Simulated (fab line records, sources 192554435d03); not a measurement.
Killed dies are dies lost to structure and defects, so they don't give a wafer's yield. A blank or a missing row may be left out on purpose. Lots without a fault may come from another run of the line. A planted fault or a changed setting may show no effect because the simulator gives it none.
Chamber matching | flow n5_finfet | N5_BEOL_M0_SAQP_ILD_DEP_01 on pecvd-01: 3 sister chambers
The step deposits SiOC from DEMS/O2, target thk 45.419 nm, time 8.7 s. 3 wafers are shown with their chamber, then 9 later ones without.

WAFERS WITH THEIR CHAMBER
wafer  | chamber | throttle_valve_pct (%)
L080.5 | 0       | 11.5
L089.3 | 2       | 11.3
L089.4 | 1       | 13.0

WAFERS WITHOUT THEIR CHAMBER
wafer  | throttle_valve_pct (%)
L090.1 | 12.7
L090.3 | 11.2
L090.4 | 11.3
L091.3 | 11.3
L091.4 | 11.3
L091.5 | 12.8
L094.1 | 13.0
L094.2 | 11.7
L094.4 | 11.2

WHICH CHAMBER EACH WENT THROUGH
wafer  | from the rows above     | in truth
L090.1 | 1                       | 1
L090.3 | can't be placed: 2 or 0 | 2
L090.4 | can't be placed: 2 or 0 | 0
L091.3 | can't be placed: 2 or 0 | 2
L091.4 | can't be placed: 2 or 0 | 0
L091.5 | 1                       | 1
L094.1 | 1                       | 1
L094.2 | can't be placed: 0 or 2 | 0
L094.4 | can't be placed: 2 or 0 | 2
Placed correctly: 3 of 9. Can't be placed from these rows: 6 (the true chamber is among the candidates in 6). Placed wrongly: 0.
How it was worked out, from the rows above alone: a wafer's distance from a chamber is the root of the sum, over the readings, of the square of ((its reading less the chamber's mean) divided by the reading's scatter). The wafer belongs to the nearest chamber; if the next one is less than 2 further off, it can't be placed. A chamber's mean is the mean of its shown wafers. The scatter: with one shown wafer a chamber, the root of the mean of the squares of how far each hidden wafer lies from its nearest shown one.
